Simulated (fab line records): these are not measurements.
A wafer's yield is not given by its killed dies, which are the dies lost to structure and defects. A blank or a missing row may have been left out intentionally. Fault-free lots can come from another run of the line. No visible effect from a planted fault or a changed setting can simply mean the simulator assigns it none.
Chamber matching    flow nand-harc    3 sister chambers for NHARC_P_CONTACT_DEP_30 on pecvd-01
The step deposits SiNx, target thk 30 nm. 3 wafers are shown with their chamber, then 8 later ones without.

EACH WAFER AND ITS CHAMBER
wafer   chamber  heater-power-w (W)
L086.3  0        730
L086.4  1        603
L090.1  2        553

WAFERS WITH NO CHAMBER GIVEN
wafer   heater-power-w (W)
L090.3  741
L090.5  702
L093.1  846
L093.2  607
L093.5  850
L097.2  654
L097.3  592
L097.6  654

WHICH CHAMBER EACH ONE RAN IN
wafer   from the rows above           in truth
L090.3  can't be placed: 0 or 1       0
L090.5  can't be placed: 0 or 1 or 2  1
L093.1  can't be placed: 0 or 1       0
L093.2  can't be placed: 1 or 2 or 0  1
L093.5  can't be placed: 0 or 1       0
L097.2  can't be placed: 1 or 0 or 2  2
L097.3  can't be placed: 1 or 2 or 0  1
L097.6  can't be placed: 1 or 0 or 2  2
Correct placement for 0 of the 8. Cannot be placed on the basis of these rows: 8; the candidates contain the true chamber in 8. Placed wrongly: 0.
How it was worked out, from the rows above alone: a wafer's distance from a chamber is the root of the sum, over the readings, of the square of ((its reading less the chamber's mean) divided by the reading's scatter). The wafer belongs to the nearest chamber; if the next one is less than 2 further off, it can't be placed. Each chamber's mean is taken over the wafers shown for it. The scatter: with one shown wafer a chamber, the root of the mean of the squares of how far each hidden wafer lies from its nearest shown one.
